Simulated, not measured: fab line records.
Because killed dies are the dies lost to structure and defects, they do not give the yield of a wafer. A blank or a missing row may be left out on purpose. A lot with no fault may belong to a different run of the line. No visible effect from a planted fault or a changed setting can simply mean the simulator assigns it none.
Chamber matching :: flow nand harc :: NHARC_A_CONTACT_ALD_18 on ald metal-04 has 4 sister chambers
The step deposits TiN, target thk 3 nm, pulse time 1 s, ald cycles 150. 4 wafers are shown with their chamber, then 8 later ones without.

EACH WAFER AND ITS CHAMBER
wafer: L081.5
chamber: 3
heater power w (W): 1111

wafer: L085.1
chamber: 2
heater power w (W): 1307

wafer: L085.6
chamber: 1
heater power w (W): 1452

wafer: L083.2
chamber: 0
heater power w (W): 1021

WAFERS WITH NO CHAMBER GIVEN
wafer: L083.3
heater power w (W): 1453

wafer: L083.4
heater power w (W): 1136

wafer: L089.3
heater power w (W): 1003

wafer: L089.4
heater power w (W): 1200

wafer: L089.6
heater power w (W): 1083

wafer: L096.2
heater power w (W): 1250

wafer: L096.4
heater power w (W): 1083

wafer: L096.5
heater power w (W): 1100

THE CHAMBER EACH PASSED THROUGH
wafer: L083.3
from the rows above: 1
in truth: 1

wafer: L083.4
from the rows above: 3
in truth: 3

wafer: L089.3
from the rows above: 0
in truth: 0

wafer: L089.4
from the rows above: can't be placed: 3 or 2
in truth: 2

wafer: L089.6
from the rows above: can't be placed: 3 or 0
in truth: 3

wafer: L096.2
from the rows above: can't be placed: 2 or 3
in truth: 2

wafer: L096.4
from the rows above: can't be placed: 3 or 0
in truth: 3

wafer: L096.5
from the rows above: can't be placed: 3 or 0
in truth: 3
Placed correctly: 3 of 8. Not placeable from these rows: 5 (in 5, the candidates include the true chamber). 0 placed wrongly.
How it was worked out, from the rows above alone: a wafer's distance from a chamber is the root of the sum, over the readings, of the square of ((its reading less the chamber's mean) divided by the reading's scatter). If the next closest chamber is less than 2 further off than the closest, the wafer can't be placed; otherwise it belongs to the closest. For every chamber, the mean is computed from those of its wafers that are shown. The scatter (one wafer shown for each chamber): square how far every hidden wafer sits from the nearest shown wafer, average those squares and take the square root.
